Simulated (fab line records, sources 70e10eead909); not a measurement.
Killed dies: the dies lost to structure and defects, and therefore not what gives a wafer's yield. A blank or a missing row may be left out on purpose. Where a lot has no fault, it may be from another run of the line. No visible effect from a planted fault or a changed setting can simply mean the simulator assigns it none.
Problem report, 8D (eight disciplines) form, completed by code ; flow nand-harc ; the parts of the form that need people (team, actions taken, sign-off) are left out

1. WHAT IS WRONG
At NHARC_A_ONON_D1_THK_MEAS_02, thk-nm averages 1503 nm over 6 wafers from 2 lots, while fault-free wafers read 1000 nm, standard deviation 9.6. That is +52 standard deviations from the usual mean.
The step: measures by ellipsometry.
Earliest sighting: wafer L223.1 on film-metro-01 at day 10 00:10. Wafers with a number at this step in the record: 42, from 14 lots. The rule behind "out" and "out of limits": a value lying over 4 standard deviations away from the usual mean. All remaining wafers that have a number are taken as sound.

2. WHAT IT IS, WHAT IT ISN'T
question;is;is not
which readings at this step;thk-nm;-
which lots;L223, L225;L213, L214, L216, L219, L221, L222, L226, L227, L228, L229, L232, L233
which wafers of those lots;all that have a number;-
read on which gauges;film-metro-01;film-metro-02
when;from day 10 00:10;"up to then (18 sound wafers); but 18 sound wafers of L226, L227, L228, L229, L232, L233 came after"

3. WHAT RULES OUT EACH SUSPECT
Counting: a tool stays on the suspect list if, at a process step up to the reading, it processed all lots that are out and no sound lot following the first of them.
- the gauge at NHARC_A_ONON_D1_THK_MEAS_02 has been ruled out. All the wafers that are out were read on film-metro-01, but those of them that NHARC_END_SORT_01 has rows for are out there too, on other tools.
- rie-si-03 at NHARC_A_ZERO_WELL_ETCH_13 (etches the open film in HBr/Cl2, target depth 120 nm, time 40.1 s): ruled out as a lasting fault. Following L223 (day 9 01:51), the first lot on it that is out, the sound lots L227, L229 were run on it.
- pecvd-onon-01 at NHARC_A_ONON_D1_DEP_00 (target thk 1000 nm): kept. Every lot that is out went through it, starting with L223 (day 9 23:40), and after that it ran no sound lot; the last sound lot it ran before then is L216 (day 8 03:41).
After counting, what remains is pecvd-onon-01 at NHARC_A_ONON_D1_DEP_00.

4. THE CAUSE (what the simulator had put in)
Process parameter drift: pecvd-onon-01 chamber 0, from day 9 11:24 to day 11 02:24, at NHARC_A_ONON_D1_DEP_00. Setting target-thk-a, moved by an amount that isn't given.
Only this tool survived the counting.

5. SEQUENCE OF EFFECTS, ordered by route
Each row: a reading whose mean over the struck wafers that have a number lies more than 3 standard deviations from the usual. Only readings for which the record gives a usual standard deviation are gone through. hours: the time from each lot's start at the first step in this table that gives one to its start at this step, as a median over the lots. sigmas: the change in usual standard deviations.
hours;step;reading;usual;on struck wafers;change;sigmas
0;NHARC_A_ONON_D1_THK_MEAS_02;thk-nm;1000 nm;1503;+503;+52
287;NHARC_END_SORT_01;killed-at-array;28;674;+646;+59
287;NHARC_END_SORT_01;killed-dies;32;677;+645;+59

6. HOW IT WOULD HAVE BEEN CAUGHT EARLIER
The first out-of-limits reading at a measuring or inspecting step in this record came at day 10 00:10, 13 hours after the fault's start at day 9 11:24.
Among the 2 lots that are out, L225 began NHARC_A_ONON_D1_DEP_00 on pecvd-onon-01 after day 10 00:10. A tool hold placed at that time would have kept it from harm.
